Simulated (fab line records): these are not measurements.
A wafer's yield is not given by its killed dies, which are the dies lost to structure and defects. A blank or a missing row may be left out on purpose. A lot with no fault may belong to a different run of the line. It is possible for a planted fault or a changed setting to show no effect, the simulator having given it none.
fab line records	flow n5_finfet
record: lots: 9	wafers: 27	last_day: 19
route steps=1938 shown FIN_SAQP@120 FIN_CUT@165 BEOL_M4@1111 PASSIVATION@1936
lots that met no fault: from a run of the same line without faults
start_h: hours from the record's opening day to when the first of the lot's shown wafers began	wait_h: hours elapsed since this lot's preceding step	" identical to the entry in the row above	L1.1+2: several wafers, shown together as one row	- no value present, or no start provided	* or withheld: withheld	< > ~ a bound
route shown NAME@n: NAME is a module with steps in the file, n the number in the route of the first one	usual: mean/standard deviation of fault-free wafers	same: alike in all rows	chamber/n: place in a boat	sites: the reading at each site	_std_site: their standard deviation	_edge_site: mean of outer sites minus mean of inner sites	radius_mm: how far each site lies from the wafer's centre	mask NAME#n: copy n	behind: the last tool/chamber to shape the wafer	hold: what put the lot on hold/how long, in hours/how the hold closed	device: the transistor (n, p or np) that didn't switch	end of line: the same wafers' tests at the end of the route	a step given without rows: its recipe and nothing more	killed: the dies lost at the first sort to structure and to defects; this is not the yield of the wafer	map: the dies of a wafer, with x for killed, . for not killed, _ for no die there
set.NAME: the run value of the setting; set.NAME@STEP: its run value at that earlier step	model.NAME: the simulator's own value behind a step, which no gauge read
route steps across a sampled set of lots; one table per step, one row per wafer
services: from which hour (start_h, from the record's first day; less than 0 if before it) a tool's chamber was out of use, for how many hours, and why
== steps ==
step: N5_FIN_SAQP_MANDREL_ETCH_22
recipe: target_depth_a: 600	chemistry: HBr/Cl2	target: a-Si	stop_on: SiNx	bt_time_s: 10	over_etch_frac: 0.5	time_s: 30	pressure_mtorr: 10	icp_w: 800	bias_w: 75	HBr_flow_sccm: 150	Cl2_flow_sccm: 80	ends: end_point
usual: drypump_motor_current_A: 5.6/0.62	oes_product_au: 0.765/0.012	throttle_valve_pct: 35.33/0.27
lot.wafer	tool	chamber	start_h	wait_h	drypump_motor_current_A	oes_product_au	rf_hours_counter_h	throttle_valve_pct
L990.2	rie_si-02	1	46.40	0.0	4.6	0.776	51	35.14
L990.5	"	0	"	"	5.6	0.771	-	35.43
L990.6	"	3	"	"	5.3	0.771	-	35.04
L991.3	rie_si-02	0	52.06	0.0	5.6	0.754	75	35.48
L991.4	"	2	"	"	6.1	0.745	48	34.90
L991.6	"	1	"	"	4.6	0.781	-	35.15
L992.1	rie_si-02	1	58.41	0.0	4.6	0.757	52	35.20
L992.2	"	3	"	"	5.3	0.761	49	35.08
L992.6	"	0	"	"	5.6	0.769	-	35.45
L100.1	rie_si-05	3	106.18	0.0	6.8	0.756	128	35.40
L100.2	"	2	"	"	5.3	0.758	196	35.36
L100.5	"	0	"	"	4.9	0.764	-	35.39
L103.3	rie_si-05	2	124.26	0.0	5.3	0.766	196	35.34
L103.4	"	0	"	"	4.9	0.770	188	35.37
L103.5	"	1	"	"	6.2	0.750	-	35.81
L105.3	rie_si-06	3	135.96	0.0	5.6	0.751	143	35.41
L105.5	"	0	"	"	5.9	0.758	-	35.84
L105.6	"	1	"	"	5.4	0.756	-	35.09
L106.1	rie_si-02	0	141.66	0.0	5.6	0.759	77	35.49
L106.2	"	1	"	"	4.6	0.773	53	35.21
L106.4	"	2	"	"	6.2	0.747	49	34.89
L107.2	rie_si-05	1	147.80	0.0	6.3	0.760	59	35.79
L107.5	"	1	"	"	6.3	0.761	-	35.79
L107.6	"	2	"	"	5.3	0.804	-	35.37
L109.2	rie_si-05	2	160.53	0.0	5.3	0.780	1	35.39
L109.4	"	0	"	"	4.9	0.766	189	35.40
L109.6	"	3	"	"	6.8	0.766	-	35.36
step: N5_FIN_SAQP_SPACER1_ETCHBACK_25
recipe: chemistry: CHF3/O2	mode: anisotropic_etchback	target: SiO2	target_depth_a: 244	time_s: 12.2	pressure_mtorr: 30	source_w: 650	bias_w: 170	Ar_flow_sccm: 200	CHF3_flow_sccm: 50	O2_flow_sccm: 5	ion_energy_ev: 200
usual: drypump_motor_current_A: 5.9/0.36	mfc_ar_sccm: 199.9/0.63	oes_product_au: 0.80/0.09	rf_vpp_V: 526/4.3	showerhead_plenum_p_Torr: 2.44/0.1	throttle_valve_pct: 18.80/0.17
lot.wafer	tool	chamber	start_h	wait_h	drypump_motor_current_A	mfc_ar_sccm	oes_product_au	rf_hours_counter_h	rf_vpp_V	showerhead_plenum_p_Torr	throttle_valve_pct
L990.2	rie_diel-02	1	48.22	0.4	5.5	198.5	0.88	34	530	2.56	18.80
L990.5	"	1	"	"	5.5	199.2	0.88	-	531	2.56	18.79
L990.6	"	3	"	"	5.9	199.6	0.77	-	526	2.50	18.62
L991.3	rie_diel-04	2	54.04	0.6	6.1	200.2	0.95	8	523	2.37	18.97
L991.4	"	3	"	"	6.0	199.2	0.77	154	529	2.40	18.70
L991.6	"	0	"	"	6.4	200.8	1.01	-	525	2.57	18.56
L992.1	rie_diel-02	3	60.32	0.5	5.9	201.0	0.78	145	524	2.50	18.63
L992.2	"	1	"	"	5.5	199.8	0.87	40	529	2.56	18.80
L992.6	"	2	"	"	6.4	200.2	0.70	-	530	2.38	19.00
L100.1	rie_diel-04	3	107.85	0.5	6.0	200.5	0.76	175	528	2.39	18.74
L100.2	"	2	"	"	6.1	199.5	0.91	31	524	2.36	18.99
L100.5	"	3	"	"	6.0	200.3	0.75	-	529	2.39	18.75
L103.3	rie_diel-02	1	125.81	0.4	5.5	200.6	0.83	64	532	2.55	18.85
L103.4	"	0	"	"	5.3	200.6	0.89	20	523	2.56	18.58
L103.5	"	3	"	"	5.9	199.0	0.74	-	525	2.49	18.64
L105.3	rie_diel-02	3	137.50	0.4	5.9	199.9	0.75	173	525	2.49	18.67
L105.5	"	2	"	"	6.4	200.6	0.68	-	531	2.37	19.02
L105.6	"	1	"	"	5.5	199.6	0.83	-	530	2.55	18.86
L106.1	rie_diel-05	3	143.35	0.4	6.3	199.0	0.71	227	523	2.48	19.08
L106.2	"	1	"	"	5.4	200.4	0.76	128	523	2.23	19.03
L106.4	"	0	"	"	5.6	199.1	0.76	153	531	2.50	18.67
L107.2	rie_diel-02	0	149.32	0.4	5.3	199.9	0.87	28	522	2.55	18.58
L107.5	"	1	"	"	5.5	199.3	0.83	-	529	2.55	18.86
L107.6	"	0	"	"	5.3	200.4	0.87	-	523	2.55	18.57
L109.2	rie_diel-05	0	162.19	0.4	5.5	199.4	0.76	159	529	2.50	18.68
L109.4	"	1	"	"	5.4	199.7	0.76	133	525	2.23	19.04
L109.6	"	3	"	"	6.3	199.4	0.70	-	523	2.48	19.07
step: N5_FIN_SAQP_CD_MEAS_31
recipe: target_cd_nm: 8	landing_energy_ev: 1000	detector: se_inlens	polarity: line
usual: cd_nm: 8.08/0.19
same: landing_energy_ev: 1000
lot.wafer	tool	chamber	start_h	wait_h	cd_nm
L990.2	cd_sem-02	0	50.07	0.1	7.95
L990.5	"	0	"	"	8.07
L990.6	"	0	"	"	7.94
L991.3	cd_sem-01	0	55.88	0.1	8.25
L991.4	"	0	"	"	8.14
L991.6	"	0	"	"	8.35
L992.1	cd_sem-02	0	62.15	0.1	8.09
L992.2	"	0	"	"	7.87
L992.6	"	0	"	"	7.87
L100.1	cd_sem-01	0	109.81	0.1	7.90
L100.2	"	0	"	"	8.23
L100.5	"	0	"	"	7.93
L103.3	cd_sem-03	0	129.04	0.1	8.18
L103.4	"	0	"	"	8.49
L103.5	"	0	"	"	8.11
L105.3	cd_sem-02	0	139.37	0.1	8.13
L105.5	"	0	"	"	7.95
L105.6	"	0	"	"	7.74
L106.1	cd_sem-03	0	146.55	0.1	8.30
L106.2	"	0	"	"	8.40
L106.4	"	0	"	"	8.22
L107.2	cd_sem-01	0	151.07	0.1	8.14
L107.5	"	0	"	"	7.70
L107.6	"	0	"	"	8.11
L109.2	cd_sem-02	0	163.95	0.1	7.76
L109.4	"	0	"	"	7.97
L109.6	"	0	"	"	8.14
step: N5_FIN_SAQP_CD_MEAS_37
recipe: target_cd_nm: 8	polarity: line
usual: cd_nm: 8.10/0.24
lot.wafer	tool	chamber	start_h	wait_h	cd_nm
L990.2	cd_sem-02	-	50.53	0.1	7.96
L990.5	"	-	"	"	8.06
L990.6	"	-	"	"	8.36
L991.3	cd_sem-01	-	56.33	0.1	8.13
L991.4	"	-	"	"	8.05
L991.6	"	-	"	"	8.14
L992.1	cd_sem-01	-	62.61	0.1	7.78
L992.2	"	-	"	"	7.97
L992.6	"	-	"	"	8.18
L100.1	cd_sem-03	-	110.32	0.1	7.99
L100.2	"	-	"	"	8.04
L100.5	"	-	"	"	8.00
L103.3	cd_sem-01	-	129.49	0.1	8.47
L103.4	"	-	"	"	7.95
L103.5	"	-	"	"	8.33
L105.3	cd_sem-01	-	139.90	0.1	8.47
L105.5	"	-	"	"	8.69
L105.6	"	-	"	"	8.28
L106.1	cd_sem-01	-	147.00	0.1	7.94
L106.2	"	-	"	"	8.14
L106.4	"	-	"	"	8.14
L107.2	cd_sem-02	-	151.52	0.1	7.95
L107.5	"	-	"	"	7.95
L107.6	"	-	"	"	8.07
L109.2	cd_sem-03	-	164.40	0.1	7.95
L109.4	"	-	"	"	8.12
L109.6	"	-	"	"	7.84
step: N5_FIN_SAQP_INSPECT_40
recipe: inspect_instrument: brightfield	mode: aei
usual: raw_defect_count: 224/66
lot.wafer	tool	chamber	start_h	wait_h	raw_defect_count
L990.2	defect_inspect-02	-	50.65	0.0	1445
L990.5	"	-	"	"	1553
L990.6	"	-	"	"	185
L991.3	defect_inspect-02	-	56.46	0.0	200
L991.4	"	-	"	"	198
L991.6	"	-	"	"	220
L992.1	defect_inspect-02	-	62.74	0.0	163
L992.2	"	-	"	"	1453
L992.6	"	-	"	"	116
L100.1	defect_inspect-01	-	110.45	0.0	153
L100.2	"	-	"	"	133
L100.5	"	-	"	"	85
L103.3	defect_inspect-02	-	129.62	0.0	347
L103.4	"	-	"	"	271
L103.5	"	-	"	"	167
L105.3	defect_inspect-01	-	140.03	0.0	279
L105.5	"	-	"	"	327
L105.6	"	-	"	"	177
L106.1	defect_inspect-01	-	147.13	0.0	367
L106.2	"	-	"	"	175
L106.4	"	-	"	"	322
L107.2	defect_inspect-01	-	151.65	0.0	188
L107.5	"	-	"	"	204
L107.6	"	-	"	"	151
L109.2	defect_inspect-01	-	164.53	0.0	320
L109.4	"	-	"	"	225
L109.6	"	-	"	"	195
step: N5_FIN_CUT_INSPECT_10
recipe: mode: adi	inspect_instrument: brightfield
usual: raw_defect_count: 41/12
lot.wafer	tool	chamber	start_h	wait_h	raw_defect_count
L990.2	defect_inspect-02	-	51.05	0.1	1291
L990.5	"	-	"	"	1373
L990.6	"	-	"	"	30
L991.3	defect_inspect-02	-	56.85	0.0	59
L991.4	"	-	"	"	45
L991.6	"	-	"	"	45
L992.1	defect_inspect-02	-	63.25	0.1	35
L992.2	"	-	"	"	1339
L992.6	"	-	"	"	27
L100.1	defect_inspect-02	-	110.84	0.1	34
L100.2	"	-	"	"	37
L100.5	"	-	"	"	40
L103.3	defect_inspect-02	-	130.01	0.0	61
L103.4	"	-	"	"	43
L103.5	"	-	"	"	34
L105.3	defect_inspect-02	-	140.55	0.0	58
L105.5	"	-	"	"	68
L105.6	"	-	"	"	29
L106.1	defect_inspect-02	-	147.66	0.1	65
L106.2	"	-	"	"	32
L106.4	"	-	"	"	75
L107.2	defect_inspect-02	-	152.04	0.0	34
L107.5	"	-	"	"	42
L107.6	"	-	"	"	26
L109.2	defect_inspect-02	-	164.92	0.0	60
L109.4	"	-	"	"	45
L109.6	"	-	"	"	45
step: N5_BEOL_M4_RC_MEAS_101
usual: DIBL_N: 35.9/1.3	DIBL_P: 35.9/1.5	IOFF_N: 0.152/0.023	IOFF_P: 0.204/0.027	ION_N: 673/9.2	ION_P: 462/6.7	SS_N: 71.4/0.48	SS_P: 73.2/0.55	VT_N: 250.3/2.6	VT_P: -250.6/3
lot.wafer	tool	chamber	start_h	wait_h	DIBL_N[mV/V]	DIBL_P[mV/V]	IOFF_N[nA/um]	IOFF_P[nA/um]	ION_N[uA/um]	ION_P[uA/um]	SS_N[mV/dec]	SS_P[mV/dec]	VT_N[mV]	VT_P[mV]
L991.3	prober-01	0	208.75	0.3	36.4	35.8	0.154	0.200	679	463	72.0	73.5	249.3	-250.5
L991.4	"	0	"	"	37.3	37.5	0.167	0.220	662	460	71.9	74.8	248.3	-250.0
L991.6	"	0	"	"	35.5	35.5	0.135	0.189	666	463	71.7	72.9	249.8	-253.4
L990.2	prober-01	0	213.20	0.2	36.6	36.6	0.135	0.175	670	456	71.2	72.8	253.0	-253.4
L990.5	"	0	"	"	35.3	34.7	0.122	0.159	676	453	70.6	72.6	253.1	-254.0
L990.6	"	0	"	"	37.3	38.1	0.162	0.214	685	469	71.8	73.6	251.9	-250.3
L992.1	prober-02	0	230.87	0.0	36.6	35.2	0.144	0.217	665	462	71.6	73.5	252.7	-248.6
L992.2	"	0	"	"	37.2	36.9	0.167	0.244	671	464	72.1	74.2	248.3	-249.5
L992.6	"	0	"	"	36.1	34.5	0.141	0.198	659	449	71.9	72.5	253.3	-251.8
L100.1	prober-01	0	271.93	0.0	33.9	35.3	0.152	0.208	688	474	71.3	72.8	248.7	-248.8
L100.2	"	0	"	"	34.1	36.2	0.156	0.231	682	474	71.0	73.3	250.0	-245.6
L100.5	"	0	"	"	33.2	34.6	0.136	0.201	681	471	70.4	72.7	250.0	-249.4
L103.3	prober-01	0	302.78	0.3	36.5	36.9	0.146	0.178	671	459	70.9	73.0	250.3	-251.8
L103.4	"	0	"	"	36.6	37.0	0.141	0.178	660	451	70.4	72.9	250.9	-254.6
L103.5	"	0	"	"	36.1	36.0	0.139	0.168	674	457	71.4	73.4	249.9	-253.8
L106.1	prober-02	0	305.47	0.0	36.1	36.0	0.162	0.183	675	454	71.9	73.0	250.0	-253.1
L106.2	"	0	"	"	36.2	36.6	0.164	0.187	668	455	72.0	73.8	248.5	-255.2
L106.4	"	0	"	"	35.4	35.8	0.149	0.176	669	452	71.4	73.1	250.2	-256.0
L105.3	prober-01	0	305.57	0.3	36.5	36.4	0.174	0.228	688	471	71.9	72.9	246.3	-248.1
L105.5	"	0	"	"	35.8	35.8	0.162	0.218	681	469	72.0	72.9	248.6	-249.2
L105.6	"	0	"	"	36.4	36.3	0.172	0.228	677	468	71.1	72.5	245.5	-247.2
L107.2	prober-02	0	313.59	0.2	35.1	35.8	0.128	0.167	669	455	71.1	73.3	255.3	-254.2
L107.5	"	0	"	"	35.0	36.8	0.132	0.175	668	454	71.7	73.4	253.2	-253.3
L107.6	"	0	"	"	35.1	36.6	0.138	0.171	672	456	71.8	73.2	252.9	-257.5
L109.2	prober-02	0	334.79	0.2	35.3	34.3	0.134	0.219	657	466	71.6	73.2	252.8	-247.0
L109.4	"	0	"	"	35.2	34.4	0.130	0.216	667	471	71.4	72.1	249.9	-247.9
L109.6	"	0	"	"	35.9	35.3	0.146	0.240	678	477	71.1	73.7	251.0	-244.7
step: N5_PASSIVATION_PROBE_49
usual: defect_limited_yield: 91.0/1.5	killed_at_M0_to_M3: 37/12	killed_at_M4_up: 13/5	killed_at_contacts: 13/6.1	killed_at_front_end: 39/11	killed_at_other: 4/3.2	killed_dies: 106/17	killed_open: 69/12	killed_short: 35/7.9	sort_bin_5_function: 5.3/1	sort_bin_6_memory: 3.3/0.68	sort_n_pass: 1074/17	sort_yield_pct: 91.0/1.5
same: gross_dies: 1180	killed_at_back_side: 0	sort_bin_4_leakage[%]: 0	sort_bin_8_speed[%]: 0
lot.wafer	tool	chamber	start_h	wait_h	defect_limited_yield[%]	killed_at_M0_to_M3	killed_at_M4_up	killed_at_contacts	killed_at_front_end	killed_at_other	killed_dies	killed_open	killed_short	sort_bin_5_function[%]	sort_bin_6_memory[%]	sort_n_pass	sort_yield_pct[%]
L990.2	prober-01	-	327.99	0.1	77.8	23	14	30	195	0	262	66	39	14.2	3.7	918	77.8
L990.5	prober-01	-	328.14	0.2	76.2	35	15	29	198	4	281	78	44	14.2	5.5	899	76.2
L990.6	prober-01	-	328.19	0.3	89.2	33	11	21	61	1	127	86	39	6.5	3.7	1053	89.2
L992.1	prober-01	-	335.31	0.0	89.3	68	16	10	29	3	126	80	46	6.3	3.9	1054	89.3
L992.2	prober-01	-	335.36	0.1	79.2	46	13	6	179	1	245	52	43	11.2	4.2	935	79.2
L992.6	prober-01	-	335.56	0.3	87.5	69	21	11	46	1	148	94	54	8.0	4.2	1032	87.5
killed by level:class
L990.2 FIN_SAQP:unspecified=155 MOL_CONTACT_COAG:geometric_particle:open=22 STI_FIN_REVEAL:geometric_particle:open=14 MOL_CONTACT_COAG:geometric_particle:short=8 FIN_SAQP:geometric_particle:short=6 BEOL_M0_SAQP:geometric_particle:open=6 BEOL_M0_SAQP:geometric_particle:short=6 GATE_CUT:geometric_particle:short=5
L990.5 FIN_SAQP:unspecified=158 MOL_CONTACT_COAG:geometric_particle:open=24 STI_FIN_REVEAL:geometric_particle:open=11 BEOL_M0_SAQP:geometric_particle:short=11 BEOL_M0_SAQP:geometric_particle:open=9 BEOL_M3:geometric_particle:open=7 BEOL_M4:geometric_particle:open=7 DUMMY_GATE:geometric_particle:open=6
L990.6 STI_FIN_REVEAL:geometric_particle:open=17 MOL_CONTACT_COAG:geometric_particle:open=14 FIN_SAQP:geometric_particle:open=13 BEOL_M0_SAQP:geometric_particle:open=10 BEOL_M0_SAQP:geometric_particle:short=9 FIN_SAQP:geometric_particle:short=7 MOL_CONTACT_COAG:geometric_particle:short=7 GATE_CUT:geometric_particle:short=6
L992.1 BEOL_M0_SAQP:geometric_particle:open=21 BEOL_M0_SAQP:geometric_particle:short=17 BEOL_M3:geometric_particle:open=12 GATE_CUT:geometric_particle:short=8 BEOL_M4:geometric_particle:open=7 FIN_SAQP:geometric_particle:open=6 MOL_CONTACT_COAG:geometric_particle:open=6 BEOL_M2:geometric_particle:open=6
L992.2 FIN_SAQP:unspecified=150 BEOL_M0_SAQP:geometric_particle:open=17 BEOL_M0_SAQP:geometric_particle:short=16 FIN_SAQP:geometric_particle:short=6 GATE_CUT:geometric_particle:short=5 MOL_CONTACT_COAG:geometric_particle:short=4 BEOL_M2:geometric_particle:open=4 BEOL_M3:geometric_particle:open=4
L992.6 BEOL_M0_SAQP:geometric_particle:short=28 BEOL_M0_SAQP:geometric_particle:open=25 BEOL_M4:geometric_particle:open=13 STI_FIN_REVEAL:geometric_particle:open=11 MOL_CONTACT_COAG:geometric_particle:open=10 DUMMY_GATE:geometric_particle:open=8 FIN_SAQP:geometric_particle:open=5 GATE_CUT:geometric_particle:open=5
== services ==
tool	chamber	start_h	hours	kind
rie_diel-02	2	26.16	26.8	repair
rie_diel-05	3	33.07	9.2	repair
rie_diel-04	0	35.14	-	clean
rie_diel-04	0	35.14	-	consumable_replace:focus_ring
rie_diel-04	0	35.14	-	consumable_replace:showerhead
rie_si-06	1	46.23	16.6	repair
rie_diel-02	0	52.92	-	clean
rie_diel-02	0	52.92	-	consumable_replace:focus_ring
rie_diel-02	0	52.92	-	consumable_replace:showerhead
rie_diel-02	0	52.92	17.0	scheduled_down
rie_diel-02	0	52.92	17.0	vent_cycle
rie_si-06	3	59.53	1.7	repair
rie_diel-05	2	60.80	8.2	repair
rie_si-05	1	72.60	3.6	repair
rie_si-06	2	75.11	39.6	repair
rie_diel-02	-	85.35	0.4	repair
rie_si-06	-	98.32	4.3	pm
rie_si-06	3	106.99	3.7	repair
rie_diel-02	2	113.74	6.6	repair
rie_si-05	2	125.20	-	clean
rie_si-05	2	125.20	13.7	scheduled_down
rie_si-05	2	125.20	13.7	vent_cycle
rie_si-06	-	137.70	14.6	pm
rie_si-06	-	158.76	0.3	repair
== key ==
first_sign: step: N5_FIN_SAQP_INSPECT_40	reading: raw_defect_count	direction: up	sigmas: 19	usual: 224	struck: 1484
effect: step: N5_FIN_CUT_INSPECT_10	reading: raw_defect_count	direction: up	sigmas: 99+	usual: 41	struck: 1334
effect: step: N5_PASSIVATION_PROBE_49	reading: killed_at_front_end	direction: up	sigmas: 14	usual: 39	struck: 191
more_kills_born_at: N5_FIN_SAQP_SPACER1_ETCHBACK_25@rie_diel-02: 463
met_at N5_FIN_SAQP_SPACER1_ETCHBACK_25
struck_lots L990,L992
struck_wafers L990.2,L990.5,L992.2
not_acting_at N5_FIN_SAQP_MANDREL_ETCH_22,N5_FIN_SAQP_CD_MEAS_31,N5_FIN_SAQP_CD_MEAS_37
fault: kind: chamber_particle_source	tool: rie_diel-02	chamber: 1	onset_h: 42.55	steps: N5_FIN_SAQP_SPACER1_ETCHBACK_25	rate_per_visit_cm2: 2.0394	end_h: 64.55
